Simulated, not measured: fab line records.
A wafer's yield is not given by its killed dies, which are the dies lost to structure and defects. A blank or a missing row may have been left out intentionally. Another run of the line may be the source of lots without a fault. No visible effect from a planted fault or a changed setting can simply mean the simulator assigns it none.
Struck lot and sound lot, side by side    flow n5Finfet    38 steps out of a route of 1938
Sound: these wafers, L271.2, L271.3, L271.5. Struck: wafer L273.1 (L273.3, L273.4, from the same lot, were not struck and are left out); the cause is given at the end.
At each step with rows: each side's tool, then ch and its chambers, then its first start. Under that, the readings that differ: sound wafers    struck wafers    difference of the means    sigmas: that difference in standard deviations of wafers without a fault.
alike: a reading whose means differ by less than 2 such deviations, as well as words and numbers matching on both sides. not compared: withheld readings; readings where some wafer has no value; bounds like >300 that might hide an equal value; numbers whose values overlap and for which the record gives no deviation.
A row with sigmas, a row that says differs or no value, or rows on one side alone: a step with any of these is where the two part. When numbers do not overlap yet have no deviation, they are printed without sigmas and do not part them. Lack of a reading on every wafer of one side parts them only where that side has two or more wafers.

first, 10 steps without rows for these wafers: N5_PASSIVATION_DESCUM_12 (chemistry O2, time 7.9 s); N5_PASSIVATION_PASS_ETCH_74 (etches SiNx in CF4/O2, target depth 220 nm, time 110 s); N5_PASSIVATION_VIA_ETCH_13 (etches SiO2 in CHF3/O2, target depth 660 nm, time 330 s); N5_PASSIVATION_STRIP_14 (strips in O2); N5_PASSIVATION_ETCH_15 (etches SiCN in CF4/N2, target depth 75 nm, time 81.2 s); N5_PASSIVATION_STRIP_73 (strips in post etch residue remover, time 60 s); N5_PASSIVATION_SRD_17 (time 30 s, dry time 30 s); N5_PASSIVATION_DEGAS_18 (time 60 s); N5_PASSIVATION_PRE_CLEAN_19; N5_PASSIVATION_SPUTTER_20 (material TaN, target thk 50 nm).
N5_PASSIVATION_AL_DEP_21: deposits Al, target thk 2800 nm, time 170 s.
  sound: pvdSputter-01 at day 12 13:44; struck: pvdSputter-01 at day 12 19:04
reading                                       sound           struck  difference  sigmas
model.Al_of_PASSIVATION_AL_DEP_21.thkNm (nm)  2795 2810 2798  2925    +124        
  alike: throttleValvePct
then, 25 steps without rows for these wafers: N5_PASSIVATION_HMDS_23 (time 60 s); N5_PASSIVATION_COAT_24; N5_PASSIVATION_EBR_26; N5_PASSIVATION_SOFTBAKE_25 (time 90 s); N5_PASSIVATION_EXPOSE_27 (exposes mask PAD, defocus 0 nm); N5_PASSIVATION_PEB_28; N5_PASSIVATION_DEVELOP_29 (develop time 60 s); N5_PASSIVATION_HARDBAKE_31 (time 120 s); N5_PASSIVATION_DESCUM_32 (chemistry O2, time 7.9 s); N5_PASSIVATION_AL_ETCH_33 (etches Al in Cl2/BCl3, stops on TaN, target depth 2800 nm, time 466.7 s); N5_PASSIVATION_ETCH_59 (etches TaN in Cl2/BCl3, target depth 65 nm, time 34.9 s); N5_PASSIVATION_STRIP_34 (strips in O2); N5_PASSIVATION_STRIP_51 (strips in post etch residue remover, time 1200 s); N5_PASSIVATION_CLEAN_69 (cleans in IPA, time 180 s); N5_PASSIVATION_SRD_70 (time 30 s); N5_PASSIVATION_PECVD_53 (deposits SiO2 from TEOS/O2, target thk 800 nm, time 169.4 s); N5_PASSIVATION_PECVD_35 (deposits SiNx from SiH4/NH3/N2, target thk 700 nm, time 151.3 s); N5_PASSIVATION_HMDS_37 (time 60 s); N5_PASSIVATION_COAT_38; N5_PASSIVATION_EBR_40; N5_PASSIVATION_SOFTBAKE_39 (time 120 s); N5_PASSIVATION_EXPOSE_41 (exposes mask PASS OPEN, defocus 0 nm, target cd 40000 nm); N5_PASSIVATION_PEB_42; N5_PASSIVATION_DEVELOP_43 (develop time 60 s); N5_PASSIVATION_HARDBAKE_45 (time 120 s).
N5_PASSIVATION_STRIP_52: strips in post etch residue remover, time 1200 s.
  sound on wetBench-03 ch 2,3,6, day 12 16:55; struck on wetBench-02 ch 7, day 12 22:05
reading                                       sound           struck  difference  sigmas
model.Al_of_PASSIVATION_AL_DEP_21.thkNm (nm)  2779 2794 2782  2910    +125        
N5_PASSIVATION_PROBE_49:
  the record has rows for the sound wafers here (prober-01, day 12 19:38) and none for the struck ones

WHERE THEY PART
Only at N5_PASSIVATION_PROBE_49, as far as this record shows.

WHY: what had been put in by the simulator
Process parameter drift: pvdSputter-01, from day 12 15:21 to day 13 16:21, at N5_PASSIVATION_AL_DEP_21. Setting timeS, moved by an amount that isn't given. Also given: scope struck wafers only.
